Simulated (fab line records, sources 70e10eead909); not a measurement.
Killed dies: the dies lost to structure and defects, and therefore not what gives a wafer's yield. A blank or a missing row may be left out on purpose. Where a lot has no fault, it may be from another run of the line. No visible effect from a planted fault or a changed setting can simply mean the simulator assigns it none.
Matching of chambers :: flow nand_harc :: NHARC_P_M2_PRE_CLEAN_32 on pecvd-03 has 3 sister chambers
The step time 12 s. 14 wafers are shown with their chamber, then 7 later ones without.

## WAFERS, EACH WITH ITS CHAMBER
wafer: L077.3
chamber: 0
heater_power_w (W): 583

wafer: L077.5
chamber: 1
heater_power_w (W): 507

wafer: L077.6
chamber: 0
heater_power_w (W): 591

wafer: L082.3
chamber: 0
heater_power_w (W): 626

wafer: L082.4
chamber: 1
heater_power_w (W): 496

wafer: L082.5
chamber: 2
heater_power_w (W): 819

wafer: L083.2
chamber: 0
heater_power_w (W): 635

wafer: L083.3
chamber: 1
heater_power_w (W): 463

wafer: L083.5
chamber: 0
heater_power_w (W): 638

wafer: L084.1
chamber: 0
heater_power_w (W): 688

wafer: L084.2
chamber: 1
heater_power_w (W): 519

wafer: L084.6
chamber: 2
heater_power_w (W): 821

wafer: L087.1
chamber: 0
heater_power_w (W): 699

wafer: L087.4
chamber: 0
heater_power_w (W): 681

SIGNATURES (means of the wafers above)
reading: heater_power_w
chamber 0: 642.62
chamber 1: 496.25
chamber 2: 820.00
scatter within a chamber: 37
Rule: a wafer lies at a distance from a chamber equal to the root of the sum of squares, over the readings, of (its reading less the chamber's mean, divided by the reading's scatter). If the next closest chamber is less than 2 further off than the closest, the wafer can't be placed; otherwise it belongs to the closest. The scatter: take each reading less its chamber's mean, square it, sum over the shown wafers, divide by the number of wafers less the number of chambers, and take the root.

## WAFERS WITH NO CHAMBER GIVEN
wafer: L087.6
heater_power_w (W): 723

wafer: L088.1
heater_power_w (W): 811

wafer: L088.3
heater_power_w (W): 508

wafer: L088.5
heater_power_w (W): 592

wafer: L097.1
heater_power_w (W): 490

wafer: L097.5
heater_power_w (W): 698

wafer: L097.6
heater_power_w (W): 712

## EACH ONE'S CHAMBER
wafer: L087.6
from the rows above: can't be placed: 0 or 2
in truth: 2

wafer: L088.1
from the rows above: 2
in truth: 2

wafer: L088.3
from the rows above: 1
in truth: 1

wafer: L088.5
from the rows above: can't be placed: 0 or 1
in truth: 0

wafer: L097.1
from the rows above: 1
in truth: 1

wafer: L097.5
from the rows above: can't be placed: 0 or 2
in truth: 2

wafer: L097.6
from the rows above: can't be placed: 0 or 2
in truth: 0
Correctly placed: 3 of 7. These rows do not allow placing 4 (true chamber among the candidates in 4). 0 placed wrongly.
